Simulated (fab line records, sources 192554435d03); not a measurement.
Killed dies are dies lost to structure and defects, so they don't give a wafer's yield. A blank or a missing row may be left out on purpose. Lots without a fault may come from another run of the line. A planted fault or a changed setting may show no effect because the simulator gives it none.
Chamber matching | flow n5_finfet | N5_BEOL_M8_CURE_75 on uv_cure-02: 3 sister chambers
The step cures SiCOH lowk, time 120 s. 6 wafers are shown with their chamber, then 8 later ones without.

WAFERS WITH THEIR CHAMBER
wafer  | chamber | wafer_temp_C_max | lamp_power_pct (%)
L077.4 | 0       | 372.7            | 52.31
L077.6 | 0       | 373.0            | 52.35
L083.4 | 2       | 371.1            | 52.37
L083.6 | 2       | 370.8            | 52.36
L084.6 | 1       | 371.4            | 52.29
L095.1 | 1       | 371.9            | 52.33

WAFERS WITHOUT THEIR CHAMBER
wafer  | wafer_temp_C_max | lamp_power_pct (%)
L095.3 | 371.8            | 52.30
L095.4 | 371.7            | 52.37
L095.2 | 371.6            | 52.41
L095.5 | 372.4            | 52.43
L095.6 | 371.7            | 52.23
L097.2 | 372.7            | 52.32
L097.3 | 373.3            | 52.36
L097.5 | 372.8            | 52.30

WHICH CHAMBER EACH WENT THROUGH
wafer  | from the rows above          | in truth
L095.3 | 1                            | 1
L095.4 | can't be placed: 1 or 2      | 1
L095.2 | can't be placed: 2 or 1      | 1
L095.5 | can't be placed: 0 or 1 or 2 | 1
L095.6 | 1                            | 1
L097.2 | 0                            | 0
L097.3 | 0                            | 0
L097.5 | 0                            | 0
Placed correctly: 5 of 8. Can't be placed from these rows: 3 (the true chamber is among the candidates in 3). Placed wrongly: 0.
How it was worked out, from the rows above alone: a wafer's distance from a chamber is the root of the sum, over the readings, of the square of ((its reading less the chamber's mean) divided by the reading's scatter). The wafer belongs to the nearest chamber; if the next one is less than 2 further off, it can't be placed. A chamber's mean is the mean of its shown wafers. The scatter: the root of (the sum of the squares of (reading less its chamber's mean) over the shown wafers, divided by (wafers less chambers)).
